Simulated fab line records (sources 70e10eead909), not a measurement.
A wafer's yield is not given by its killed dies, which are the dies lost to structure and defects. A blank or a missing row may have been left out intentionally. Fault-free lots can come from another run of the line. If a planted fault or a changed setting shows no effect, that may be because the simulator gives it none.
Problem report in the 8D (eight disciplines) form, filled by code / flow nand harc / the parts of the form that need people (team, actions taken, sign-off) are left out

1. THE ISSUE
Wafers without a fault read 999 nm, standard deviation 9.6; thk nm at NHARC_A_ONON_D1_THK_MEAS_02 reads a mean of 443 nm on 6 wafers belonging to 2 lots. Relative to the usual mean, that is a shift of -58 standard deviations.
The step: measures by ellipsometry.
The first sign was on wafer L355.1 at day 10 06:50, on film metro-01. The record holds 39 wafers of 13 lots with a number at this step. Rule for "out" (also "out of limits"): further than 4 standard deviations from the usual mean. The other wafers with a number count as sound.

2. WHAT IT IS, AND WHAT IT ISN'T
question=which readings at this step | is=thk nm | is not=-
question=which lots | is=L355, L356 | is not=L349, L350, L353, L354, L363, L365, L366, L368, L369, L371, L372
question=which wafers of those lots | is=all that have a number | is not=-
question=read on which gauges | is=film metro-01, film metro-02 | is not=-
question=when | is=from day 10 06:50 | is not=up to then (12 sound wafers); but 21 sound wafers of L363, L365, L366, L368, L369, L371, L372 came after

3. SUSPECTS, AND WHAT RULES EACH OUT
Counting: a tool at a process step up to the reading stays a suspect if it ran every lot that is out and no sound lot after the first of them.
- the gauge at NHARC_A_ONON_D1_THK_MEAS_02: ruled out. Those wafers that are out were read across 2 gauges (film metro-01, film metro-02).
- rtp anneal-01 at NHARC_P_BONDPAD_ANNEAL_28 (time 90 s): ruled out as a lasting fault. Sound lots L368 ran on it after its first lot that is out, L355 (day 9 05:43).
- pecvd onon-01 at NHARC_A_ONON_D1_DEP_00 (target thk 1000 nm): ruled out as a lasting fault. Sound lots L363, L366, L369, L372 ran on it after its first lot that is out, L355 (day 10 06:20).
Left after counting: nothing in the record.

4. THE CAUSE (what the simulator had put in)
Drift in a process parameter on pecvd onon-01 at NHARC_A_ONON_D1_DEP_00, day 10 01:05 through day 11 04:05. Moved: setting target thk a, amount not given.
It was ruled out by counting, in error; the rule expects a fault to strike all lots run on its tool from its start on, and this fault did not.

5. THE CHAIN OF EFFECTS, in route order
One row per reading whose mean, taken over the struck wafers that have a number, lies over 3 standard deviations from the usual. Only readings whose record carries a usual standard deviation are examined. hours: median over the lots of the time between each lot's start at the first step of this table that gives one and its start at this step. sigmas: the change, counted in usual standard deviations.
hours=0; step=NHARC_A_ONON_D1_THK_MEAS_02; reading=thk nm; usual=999 nm; on struck wafers=443; change=-556; sigmas=-58
hours=398; step=NHARC_END_SORT_01; reading=killed at array; usual=46; on struck wafers=669; change=+623; sigmas=+42
hours=398; step=NHARC_END_SORT_01; reading=killed dies; usual=50; on struck wafers=677; change=+627; sigmas=+42

6. HOW IT WOULD HAVE BEEN CAUGHT EARLIER
The first out-of-limits reading at a measuring or inspecting step in this record came at day 10 06:50, 6 hours after the fault's start at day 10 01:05.
